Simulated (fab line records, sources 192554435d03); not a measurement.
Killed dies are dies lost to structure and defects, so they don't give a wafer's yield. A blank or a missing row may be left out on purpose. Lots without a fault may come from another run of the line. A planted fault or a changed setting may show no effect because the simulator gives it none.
fab line records | flow n5_finfet | part 1 of 2: steps 1 to 3 of 6
record lots=24 wafers=72 last_day=19
route steps=1938 shown BEOL_M9@1461 BEOL_M10@1490 BEOL_M11@1571 BEOL_M12@1603
lots that met no fault: from a run of the same line without faults
start_h: hours from the record's first day to the start of the lot's first wafer shown | wait_h: hours since the lot's step before | " the same as in the row above | L1.1+2: a row that stands for several wafers | - no value, or no start given | * or withheld: withheld | < > ~ a bound
route shown NAME@n: a module of which the file shows steps, and the number in the route of the first | usual: mean/standard deviation of fault-free wafers | same: alike in all rows | chamber/n: place in a boat | sites: the reading at each site | _std_site: their standard deviation | _edge_site: outer sites' mean less inner sites' | radius_mm: how far each site lies from the wafer's centre | mask NAME#n: copy n | behind: the tool/chamber that last shaped the wafer | hold: why the lot was held/for how many hours/how that ended | device: the transistor (n, p or np) that didn't switch | end of line: the same wafers' tests at the end of the route | a step without rows: its recipe alone | killed: dies lost to structure and defects at the first sort, not the wafer's yield | map: a wafer's dies, x killed, . not, _ none there
set.NAME: the setting as run; set.NAME@STEP: as run at that earlier step | model.NAME: the simulator's own value behind a step, which no gauge read
steps of the route over a sample of lots; a table a step, a row a wafer
services: from which hour (start_h, from the record's first day; less than 0 if before it) a tool's chamber was out of use, for how many hours, and why
## steps
# step N5_BEOL_M9_SPUTTER_48
# recipe material=Cu target_thk_a=120 temp_c=-20 bias_v=60 power_w=26000 chamber_pressure_pa=0.13 time_s=2
# usual throttle_valve_pct=30.3/1.2
# columns lot.wafer tool chamber start_h wait_h throttle_valve_pct
L076.2 pvd_sputter-01 - 225.06 0.1 31.3
L076.5 " - " " 29.9
L076.6 " - " " 31.0
L074.2 pvd_sputter-02 - 225.88 0.1 29.1
L074.3 " - " " 29.5
L074.6 " - " " 28.8
L075.1 pvd_sputter-03 - 237.02 0.2 31.2
L075.2 " - " " 29.6
L075.5 " - " " 31.1
L077.1 pvd_sputter-02 - 250.69 1.6 29.2
L077.5 " - " " 29.1
L077.6 " - " " 28.6
L078.1 pvd_sputter-03 - 251.70 0.1 30.6
L078.3 " - " " 31.3
L078.6 " - " " 29.3
L079.3 pvd_sputter-03 - 251.90 0.1 32.6
L079.4 " - " " 30.4
L079.6 " - " " 31.2
L081.2 pvd_sputter-01 - 258.87 0.1 31.2
L081.4 " - " " 30.2
L081.5 " - " " 31.0
L080.3 pvd_sputter-01 - 259.39 0.1 31.1
L080.4 " - " " 31.3
L080.5 " - " " 30.9
L082.1 pvd_sputter-03 - 261.31 0.1 32.9
L082.2 " - " " 30.5
L082.5 " - " " 30.5
L083.3 pvd_sputter-02 - 271.82 0.1 28.7
L083.5 " - " " 28.9
L083.6 " - " " 28.8
L085.3 pvd_sputter-03 - 280.90 0.3 29.5
L085.4 " - " " 32.5
L085.5 " - " " 32.8
L084.2 pvd_sputter-02 - 283.01 0.1 29.7
L084.4 " - " " 29.3
L084.6 " - " " 29.1
L087.1 pvd_sputter-03 - 302.24 0.1 29.6
L087.2 " - " " 30.6
L087.3 " - " " 31.2
L089.1 pvd_sputter-01 - 313.29 0.1 31.2
L089.2 " - " " 31.5
L089.3 " - " " 30.1
L088.1 pvd_sputter-01 - 318.13 0.3 31.2
L088.4 " - " " 31.4
L088.6 " - " " 31.1
L086.3 pvd_sputter-03 - 318.30 0.1 29.6
L086.4 " - " " 30.4
L086.6 " - " " 30.6
L090.3 pvd_sputter-03 - 325.44 0.1 29.6
L090.4 " - " " 31.0
L090.6 " - " " 32.7
L093.1 pvd_sputter-02 - 353.18 0.1 29.5
L093.5 " - " " 29.5
L093.6 " - " " 28.7
L091.2 pvd_sputter-02 - 353.76 0.2 29.4
L091.4 " - " " 29.2
L091.6 " - " " 29.1
L092.4 pvd_sputter-02 - 358.04 0.1 28.8
L092.5 " - " " 28.7
L092.6 " - " " 29.4
L094.2 pvd_sputter-03 - 360.87 0.1 30.5
L094.3 " - " " 29.7
L094.6 " - " " 31.1
L095.2 pvd_sputter-02 - 382.06 0.5 29.1
L095.3 " - " " 28.6
L095.4 " - " " 29.3
L096.1 pvd_sputter-02 - 382.14 0.3 29.4
L096.3 " - " " 29.3
L096.5 " - " " 29.5
L097.1 pvd_sputter-01 - 384.08 0.1 31.4
L097.2 " - " " 31.3
L097.3 " - " " 29.9
# step N5_BEOL_M9_CMP_52
# recipe stop_on=SiCOH_lowk t_overpolish_s=7 down_force_psi=1 platen_rpm=50 clearing_platen_down_force_psi=1.5 clearing_platen_rpm=50 post_cmp_clean=cu_alkaline target_thk_nm=140 clearing_platen_pad_velocity_m_s=0.99484 pad_velocity_m_s=0.99484
# usual barrier_field_endpoint_s=28.9/0.82 clearing_platen_down_force_psi=1.4998/0.0027 edge_zone_pressure_frac=1.000/0.005 head_pressure_psi=1.0000/0.0022 motor_current_A=6.1/0.55 overpolish_run_s=7.001/0.0097 platen_rpm=49.99/0.041 time_to_endpoint_s=65/3.1
# columns lot.wafer tool chamber start_h wait_h barrier_field_endpoint_s clearing_platen_down_force_psi edge_zone_pressure_frac head_pressure_psi motor_current_A overpolish_run_s platen_rpm time_to_endpoint_s
L076.2 cmp-01 0 225.93 0.4 28.3 1.4969 0.994 1.0005 5.0 7.013 50.05 65
L076.6 " 2 " " 28.1 1.4996 0.997 0.9996 5.4 6.997 49.96 62
L076.5 " 3 " " 28.4 1.5008 1.002 1.0015 6.5 7.003 49.98 70
L074.2 cmp-01 3 226.72 0.2 29.2 1.4953 1.007 1.0010 6.5 7.005 50.01 69
L074.3 " 0 " " 29.3 1.5008 1.001 0.9989 5.2 6.991 50.05 66
L074.6 " 3 " " 29.8 1.4942 1.000 1.0052 6.4 6.996 50.02 69
L075.2 cmp-04 1 237.79 0.3 27.6 1.5001 1.004 0.9998 6.8 7.013 49.93 65
L075.1 " 2 " " 27.2 1.4989 1.004 1.0028 6.9 6.993 50.04 62
L075.5 " 1 " " 27.8 1.4991 0.996 1.0003 6.6 7.006 49.98 60
L077.1 cmp-02 1 251.49 0.4 28.0 1.4996 0.996 1.0034 5.7 7.011 50.05 63
L077.5 " 2 " " 28.9 1.4990 1.003 0.9996 6.1 6.996 49.97 65
L077.6 " 3 " " 29.5 1.4947 0.991 1.0008 5.5 6.990 50.01 68
L078.1 cmp-02 2 252.27 0.3 28.1 1.5003 1.000 0.9982 6.4 7.001 50.01 64
L078.3 " 3 " " 29.7 1.4988 1.004 1.0008 5.6 7.011 49.96 68
L078.6 " 1 " " 28.7 1.5011 0.999 0.9996 5.7 7.001 50.07 64
L079.4 cmp-02 0 252.51 0.1 28.7 1.4981 0.996 1.0030 6.9 6.999 49.97 64
L079.3 " 2 " " 28.1 1.4978 0.999 0.9986 5.9 6.988 50.11 66
L079.6 " 1 " " 27.4 1.4954 1.001 0.9973 5.6 7.008 49.95 61
L081.2 cmp-02 0 259.41 0.2 28.7 1.5052 0.993 1.0007 6.9 7.002 50.00 63
L081.4 " 3 " " 29.8 1.4981 1.004 0.9977 5.8 7.009 49.97 66
L081.5 " 1 " " 28.3 1.5012 1.005 0.9986 5.5 7.021 50.02 63
L080.4 cmp-02 1 259.96 0.2 28.7 1.4984 0.995 1.0005 5.2 7.010 49.98 63
L080.3 " 2 " " 29.8 1.4977 1.006 0.9945 6.1 6.991 49.98 67
L080.5 " 0 " " 29.1 1.4968 1.003 0.9987 6.7 7.003 49.96 61
L082.1 cmp-04 2 261.92 0.3 27.6 1.5016 0.995 0.9975 7.3 7.009 50.08 60
L082.2 " 3 " " 27.6 1.5042 1.000 0.9964 6.4 7.012 50.05 64
L082.5 " 1 " " 28.6 1.5037 1.002 0.9980 6.6 7.001 49.98 65
L083.3 cmp-04 2 272.63 0.5 28.3 1.5013 1.005 0.9980 7.1 7.002 50.02 60
L083.5 " 0 " " 28.7 1.5009 0.996 0.9999 5.5 7.004 49.90 65
L083.6 " 1 " " 28.9 1.4979 1.000 1.0013 6.6 7.021 49.95 67
L085.3 cmp-02 2 281.43 0.2 30.5 1.5030 0.999 1.0025 6.2 6.994 49.95 72
L085.4 " 0 " " 30.5 1.4990 0.995 1.0011 6.3 6.998 49.96 68
L085.5 " 3 " " 31.7 1.4990 1.011 0.9971 6.0 6.994 49.91 72
L084.4 cmp-04 3 283.61 0.2 28.9 1.4987 0.991 0.9975 6.5 6.981 49.99 63
L084.2 " 0 " " 27.9 1.5019 1.011 1.0035 5.6 7.012 50.05 63
L084.6 " 2 " " 28.6 1.4992 0.990 1.0035 7.0 7.006 50.02 61
L087.1 cmp-02 2 303.12 0.3 29.3 1.5028 0.999 0.9990 6.2 6.999 50.02 68
L087.2 " 3 " " 30.4 1.4965 1.010 1.0041 5.7 6.987 49.96 74
L087.3 " 1 " " 29.7 1.4956 1.001 0.9974 5.4 6.996 50.00 64
L089.1 cmp-04 0 314.00 0.3 29.4 1.5007 0.997 0.9993 5.9 6.979 49.97 66
L089.3 " 1 " " 29.5 1.4977 0.997 0.9996 6.3 7.004 49.98 66
L089.2 " 2 " " 28.7 1.5008 1.007 0.9997 7.4 7.011 49.93 62
L088.4 cmp-04 3 318.85 0.1 28.3 1.5066 0.993 0.9989 6.2 6.995 50.02 66
L088.1 " 2 " " 28.5 1.4959 0.996 0.9993 7.0 7.018 50.02 62
L088.6 " 0 " " 28.4 1.5046 1.002 1.0011 5.7 6.995 50.03 66
L086.3 cmp-02 1 319.28 0.2 27.8 1.4999 0.998 1.0064 5.7 7.002 49.93 63
L086.4 " 3 " " 29.7 1.5016 1.009 0.9960 5.6 7.013 50.00 72
L086.6 " 1 " " 27.7 1.4978 1.002 0.9999 5.6 7.006 49.92 63
L090.3 cmp-01 1 326.10 0.2 30.4 1.5039 1.003 0.9980 5.5 6.985 50.00 69
L090.4 " 3 " " 29.9 1.5002 0.990 1.0025 6.3 6.989 50.03 67
L090.6 " 1 " " 30.1 1.5001 1.004 0.9992 6.1 6.995 49.97 70
L093.1 cmp-02 0 353.82 0.4 28.5 1.4963 1.005 0.9989 6.5 7.016 50.01 63
L093.5 " 1 " " 29.3 1.5002 1.006 0.9989 5.4 6.990 50.01 63
L093.6 " 2 " " 29.4 1.5010 0.998 0.9957 6.2 6.980 49.99 67
L091.2 cmp-01 3 354.36 0.3 29.4 1.4973 1.001 0.9976 6.0 6.998 49.99 70
L091.4 " 0 " " 28.5 1.5002 0.999 1.0034 5.0 6.989 49.96 63
L091.6 " 2 " " 28.6 1.5027 0.994 0.9974 5.7 6.991 50.02 63
L092.4 cmp-02 3 358.86 0.2 29.2 1.5007 1.005 1.0032 5.7 7.008 50.02 70
L092.5 " 2 " " 29.3 1.5063 1.005 1.0002 6.2 7.012 49.97 68
L092.6 " 3 " " 30.0 1.4968 0.998 1.0000 5.9 7.016 49.97 69
L094.2 cmp-04 3 361.43 0.2 28.2 1.4950 0.996 1.0000 6.4 7.004 50.02 62
L094.3 " 1 " " 29.1 1.4959 1.003 0.9996 6.5 7.007 50.00 68
L094.6 " 3 " " 28.4 1.5008 1.010 0.9982 6.7 7.006 49.95 61
L095.3 cmp-04 0 382.58 0.2 28.5 1.4950 1.005 0.9981 5.8 6.972 49.94 66
L095.2 " 1 " " 27.1 1.5009 0.993 1.0015 6.3 7.001 49.98 61
L095.4 " 3 " " 28.8 1.4997 1.004 1.0014 6.3 6.995 50.09 65
L096.1 cmp-01 2 382.82 0.3 28.4 1.5022 0.999 1.0033 5.5 7.006 49.95 64
L096.3 " 3 " " 28.8 1.5007 0.990 1.0014 6.4 6.988 50.02 66
L096.5 " 1 " " 28.5 1.4992 1.004 0.9977 5.7 6.994 49.96 67
L097.1 cmp-02 0 384.68 0.3 27.6 1.5025 0.997 1.0026 6.4 7.010 49.96 62
L097.2 " 1 " " 27.8 1.4985 0.998 1.0033 5.6 7.002 49.98 64
L097.3 " 3 " " 30.0 1.4972 1.004 0.9968 5.4 6.993 50.01 73
# step N5_BEOL_M10_STRIP_67
# recipe chemistry=CF4 resist=SiARC power_w=300 bias_power_w=75 pressure_mtorr=50 cf4_flow_sccm=150 rf_frequency_hz=6e+07
# usual drypump_motor_current_A=5.6/0.49 oes_product_au=0.81/0.082 rf_vpp_V=271.3/1.7 showerhead_plenum_p_Torr=1.81/0.07 throttle_valve_pct=13.54/0.24
# columns lot.wafer tool chamber start_h wait_h drypump_motor_current_A oes_product_au rf_hours_counter_h rf_vpp_V showerhead_plenum_p_Torr throttle_valve_pct
L076.2 rie_diel-04 3 229.11 0.0 5.8 0.75 173 268.7 1.73 13.87
L076.5 " 1 " " 5.9 0.73 - 271.5 1.85 13.47
L076.6 " 0 " " 4.8 0.81 - 271.2 1.81 13.36
L074.2 rie_diel-06 1 230.39 0.0 5.8 0.76 157 269.3 1.73 13.70
L074.3 " 3 " " 6.0 0.77 142 272.2 1.87 13.70
L074.6 " 1 " " 5.8 0.76 - 267.9 1.73 13.71
L075.1 rie_diel-06 0 240.64 0.0 5.9 0.87 52 272.1 1.91 13.66
L075.2 " 3 " " 6.0 0.76 146 272.2 1.86 13.70
L075.5 " 3 " " 6.0 0.76 - 272.6 1.86 13.71
L077.1 rie_diel-05 0 253.66 0.0 6.4 0.73 196 268.9 1.70 13.62
L077.5 " 2 " " 5.2 0.89 - 273.0 1.91 13.27
L077.6 " 1 " " 5.2 0.90 - 271.5 1.82 13.45
L078.1 rie_diel-05 2 254.41 0.0 5.2 0.90 36 271.4 1.91 13.25
L078.3 " 0 " " 6.4 0.73 197 268.4 1.70 13.64
L078.6 " 2 " " 5.2 0.89 - 273.4 1.91 13.25
L079.3 rie_diel-05 1 254.84 0.0 5.1 0.90 26 270.6 1.82 13.46
L079.4 " 0 " " 6.4 0.73 - 268.8 1.70 13.63
L079.6 " 2 " " 5.2 0.89 - 272.8 1.91 13.26
L081.2 rie_diel-05 0 261.46 0.0 6.5 0.73 200 268.0 1.70 13.63
L081.4 " 3 " " 5.5 0.97 0 273.4 1.84 13.49
L081.5 " 3 " " 5.6 0.97 - 273.2 1.84 13.50
L080.3 rie_diel-05 3 261.79 0.0 5.5 0.96 0 273.6 1.84 13.48
L080.4 " 1 " " 5.2 0.89 29 270.3 1.82 13.46
L080.5 " 2 " " 5.2 0.89 - 272.8 1.91 13.27
L082.1 rie_diel-04 0 265.61 0.0 4.7 0.79 110 270.8 1.80 13.40
L082.2 " 2 " " 5.8 0.77 114 271.4 1.79 13.62
L082.5 " 1 " " 5.9 0.71 - 273.1 1.84 13.49
L083.3 rie_diel-06 2 279.66 0.0 4.9 0.94 17 270.2 1.78 13.02
L083.5 " 2 " " 4.9 0.95 - 271.4 1.78 13.02
L083.6 " 1 " " 5.8 0.74 - 270.1 1.72 13.73
L085.3 rie_diel-05 2 284.62 0.0 5.2 0.87 47 274.5 1.90 13.27
L085.4 " 0 " " 6.4 0.72 207 269.1 1.70 13.64
L085.5 " 1 " " 5.2 0.89 - 271.8 1.82 13.47
L084.2 rie_diel-05 3 287.09 0.0 5.5 0.93 8 271.4 1.84 13.53
L084.4 " 0 " " 6.4 0.72 208 268.0 1.70 13.66
L084.6 " 0 " " 6.4 0.72 - 267.6 1.70 13.66
L087.1 rie_diel-05 3 305.12 0.0 5.5 0.90 14 271.1 1.84 13.52
L087.2 " 1 " " 5.1 0.87 41 271.5 1.81 13.50
L087.3 " 2 " " 5.2 0.87 54 273.9 1.90 13.28
L089.1 rie_diel-06 0 317.08 0.0 5.8 0.84 78 274.6 1.90 13.71
L089.2 " 1 " " 5.8 0.73 188 270.5 1.72 13.76
L089.3 " 2 " " 4.9 0.92 29 271.5 1.77 13.03
L088.1 rie_diel-06 2 321.69 0.0 5.0 0.92 30 271.2 1.77 13.04
L088.4 " 1 " " 5.8 0.73 190 268.6 1.72 13.76
L088.6 " 2 " " 4.9 0.91 - 272.0 1.77 13.03
L086.3 rie_diel-04 0 322.50 0.0 4.7 0.77 130 270.7 1.80 13.43
L086.4 " 1 " " 5.9 0.70 226 273.1 1.84 13.52
L086.6 " 3 " " 5.8 0.73 - 269.5 1.72 13.94
L090.3 rie_diel-04 3 329.22 0.0 5.8 0.73 211 268.8 1.72 13.94
L090.4 " 0 " " 4.7 0.77 132 271.1 1.80 13.43
L090.6 " 0 " " 4.7 0.77 - 270.7 1.80 13.45
L093.1 rie_diel-04 3 357.54 0.0 5.8 0.72 221 270.0 1.72 13.98
L093.5 " 2 " " 5.8 0.75 - 270.4 1.79 13.69
L093.6 " 1 " " 5.9 0.68 - 272.1 1.84 13.55
L091.2 rie_diel-06 0 358.08 0.0 5.8 0.81 91 273.1 1.90 13.74
L091.4 " 3 " " 6.0 0.73 185 272.4 1.85 13.79
L091.6 " 2 " " 4.9 0.89 - 270.1 1.77 13.07
L092.4 rie_diel-06 2 361.11 0.0 5.0 0.89 46 270.7 1.77 13.08
L092.5 " 3 " " 6.0 0.73 - 271.4 1.85 13.78
L092.6 " 2 " " 4.9 0.90 - 271.1 1.77 13.07
L094.2 rie_diel-05 0 364.21 0.0 6.4 0.70 235 269.1 1.69 13.70
L094.3 " 2 " " 5.2 0.84 68 271.4 1.90 13.34
L094.6 " 0 " " 6.4 0.70 - 267.8 1.69 13.71
L095.2 rie_diel-05 1 384.58 0.0 5.2 0.83 70 271.8 1.81 13.58
L095.3 " 2 " " 5.2 0.84 77 272.3 1.89 13.34
L095.4 " 0 " " 6.4 0.69 242 269.4 1.69 13.71
L096.1 rie_diel-06 2 384.75 0.0 5.0 0.89 52 269.6 1.77 13.07
L096.3 " 1 " " 5.8 0.72 210 269.7 1.72 13.81
L096.5 " 0 " " 5.8 0.82 - 272.7 1.90 13.74
L097.1 rie_diel-06 3 388.18 0.0 6.0 0.72 192 272.0 1.85 13.79
L097.2 " 1 " " 5.8 0.72 210 269.7 1.72 13.83
L097.3 " 0 " " 5.8 0.81 98 275.4 1.90 13.76
